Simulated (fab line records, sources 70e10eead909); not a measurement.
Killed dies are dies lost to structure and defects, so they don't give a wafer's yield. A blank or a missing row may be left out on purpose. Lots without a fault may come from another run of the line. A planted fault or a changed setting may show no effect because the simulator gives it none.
A struck lot beside a sound one | flow nand_harc | 41 steps out of a route of 1159
Sound: wafers L861.3, L861.4, L861.6. Struck: wafers L879.1, L879.3, L879.6. The cause comes at the end.
At each step with rows: each side's tool, then ch and its chambers, then its first start. Under that, the readings that differ: sound wafers | struck wafers | difference of the means | sigmas: that difference in standard deviations of wafers without a fault.
alike: readings whose means differ by less than 2 such deviations, and words and numbers that are the same on both sides. not compared: withheld readings, readings that some wafer has no value for, bounds like >300 that may hide the same value, and numbers for which the record gives no deviation and whose values overlap.
The two part at a step that has a row with sigmas, a row that says differs or no value, or rows on one side only. Numbers that don't overlap but have no deviation are shown without sigmas and don't part them. A reading that every wafer of one side lacks parts them only if that side has two wafers or more.

first, 7 steps without rows for these wafers: NHARC_A_CONTACT_COAT_87 (time 65 s); NHARC_A_CONTACT_COAT_02 (resist thk 90 nm); NHARC_A_CONTACT_SOFTBAKE_03 (time 55 s); NHARC_A_CONTACT_EBR_04; NHARC_A_CONTACT_EXPOSE_05 (exposes mask A CC); NHARC_A_CONTACT_PEB_06 (peb time 65 s); NHARC_A_CONTACT_DEVELOP_07 (develop time 35 s).
NHARC_A_CONTACT_CD_MEAS_08: target cd 100 nm.
  sound on cd_sem-02 ch 0, day 17 00:16; struck on cd_sem-01 ch 0, day 21 09:03
  alike: cd_nm
NHARC_A_CONTACT_OVL_MEAS_09:
  sound on overlay-01, day 17 00:21; struck on overlay-01, day 21 09:08
  reading           | sound          | struck      | difference | sigmas
  overlay_x_nm (nm) | -1.0 -1.3 -0.9 | 0.8 1.0 0.9 | +2.0       | +3
  alike: overlay_y_nm
NHARC_A_CONTACT_INSPECT_10:
  sound on defect_inspect-02, day 17 00:23; struck on defect_inspect-01, day 21 09:10
  alike: raw_defect_count
NHARC_A_CONTACT_DESCUM_13: chemistry O2, time 3 s.
  sound on rie_diel-02 ch 1,3, day 17 00:27; struck on rie_diel-04 ch 1,3, day 21 09:14
  alike: drypump_motor_current_A, oes_product_au, rf_vpp_V, showerhead_plenum_p_Torr, throttle_valve_pct
  not compared: rf_hours_counter_h
then, 1 step without rows for these wafers: NHARC_A_CONTACT_ETCH_88 (etches the open film in CF4, target depth 39 nm, time 65 s).
NHARC_A_CONTACT_ETCH_89: etches the open film in N2/H2, target depth 260 nm, time 475.3 s.
  sound on rie_diel-02 ch 1,2,3, day 17 00:41; struck on rie_diel-04 ch 1,2, day 21 09:25
  alike: drypump_motor_current_A, n2_flow_sccm, oes_product_au, rf_vpp_V, showerhead_plenum_p_Torr, throttle_valve_pct
  not compared: rf_hours_counter_h
NHARC_A_CONTACT_ETCH_30: etches the open film in CF4/CHF3, target depth 60.5 nm, time 30.2 s.
  sound on rie_diel-02 ch 0,1,2; struck on rie_diel-04 ch 2,3
  alike: drypump_motor_current_A, oes_product_au, rf_vpp_V, showerhead_plenum_p_Torr, throttle_valve_pct
  not compared: rf_hours_counter_h
then, 1 step without rows for these wafers: NHARC_A_CONTACT_ETCH_31 (etches the open film in O2/COS, target depth 2000 nm, time 520 s).
NHARC_A_CONTACT_ETCH_134: etches the open film in C4F8/O2/Ar, time 140 s, target depth 700 nm.
  sound on har_cap_etch-01 ch 0,1, day 17 01:36; struck on har_cap_etch-03 ch 0, day 21 10:35
  not compared: rf_hours_counter_h
NHARC_A_CONTACT_ETCH_135: etches the open film in C4F8/O2/Ar, time 132 s, target depth 1287 nm.
  sound on har_cap_etch-01 ch 0,1, day 17 01:46; struck on har_cap_etch-03 ch 0, day 21 10:48
  not compared: rf_hours_counter_h
then, 6 steps without rows for these wafers: NHARC_A_CONTACT_ETCH_136 (etches the open film in C4F8/O2/Ar, time 132 s, target depth 1287 nm); NHARC_A_CONTACT_ETCH_137 (etches the open film in C4F8/O2/Ar, time 132 s, target depth 1287 nm); NHARC_A_CONTACT_ETCH_138 (etches the open film in C4F8/O2/Ar, time 132 s, target depth 1289 nm); NHARC_A_CONTACT_ETCH_139 (etches the open film in C4F8/O2/Ar, time 137 s, target depth 590 nm); NHARC_A_CONTACT_ETCH_92 (etches the open film in CH3F/O2, target depth 40 nm, time 85.7 s); NHARC_A_CONTACT_ETCH_98 (etches the open film in C4F6/O2, target depth 20 nm, time 10 s).
NHARC_A_CONTACT_CD_MEAS_15:
  sound on cd_sem-01, day 17 02:50; struck on cd_sem-02, day 21 11:55
  alike: cd_nm
then, 8 steps without rows for these wafers: NHARC_A_CONTACT_STRIP_107 (strips in N2/H2); NHARC_A_CONTACT_STRIP_108 (strips in CF4/CHF3); NHARC_A_CONTACT_STRIP_109 (strips in O2/COS); NHARC_A_CONTACT_ETCH_110 (etches the open film in CF4/O2, target depth 50 nm, overetch 5 nm, time 27.5 s); NHARC_A_CONTACT_STRIP_26 (strips in O2); NHARC_A_CONTACT_STRIP_27 (strips in post etch residue remover, time 600 s); NHARC_A_CONTACT_ALD_18 (deposits TiN, target thk 3 nm, pulse time 1 s, ald cycles 150); NHARC_A_CONTACT_CVD_19 (deposits W, target thk 300 nm, time 802 s).
NHARC_A_CONTACT_CMP_20: polishes, t overpolish 30 s, target thk 300 nm.
  sound on cmp-03 ch 0,2, day 17 11:41; struck on cmp-02 ch 1,2, day 21 16:08
  alike: motor_current_A, overpolish_run_s, time_to_endpoint_s
then, 7 steps without rows for these wafers: NHARC_A_CONTACT_SRD_22; NHARC_A_BLC_DEHYDRATE_00 (time 120 s); NHARC_A_BLC_HMDS_01 (time 30 s); NHARC_A_BLC_COAT_02 (time 75 s); NHARC_A_BLC_COAT_03 (time 65 s); NHARC_A_BLC_COAT_04 (resist thk 90 nm); NHARC_A_BLC_SOFTBAKE_05 (time 55 s).
-- the record jumps here: 2 days lie between the struck wafers' starts before and after (it left off in module A_BLC and takes up again in module END, whose first step shown is number 1159 of the route) --
NHARC_END_SORT_01:
  the record has rows for the struck wafers here (prober-02 ch 0, day 24 02:07) and none for the sound ones

WHERE THEY PART
First at NHARC_A_CONTACT_OVL_MEAS_09; last, within this record, at NHARC_END_SORT_01.

WHY: what the simulator had put in
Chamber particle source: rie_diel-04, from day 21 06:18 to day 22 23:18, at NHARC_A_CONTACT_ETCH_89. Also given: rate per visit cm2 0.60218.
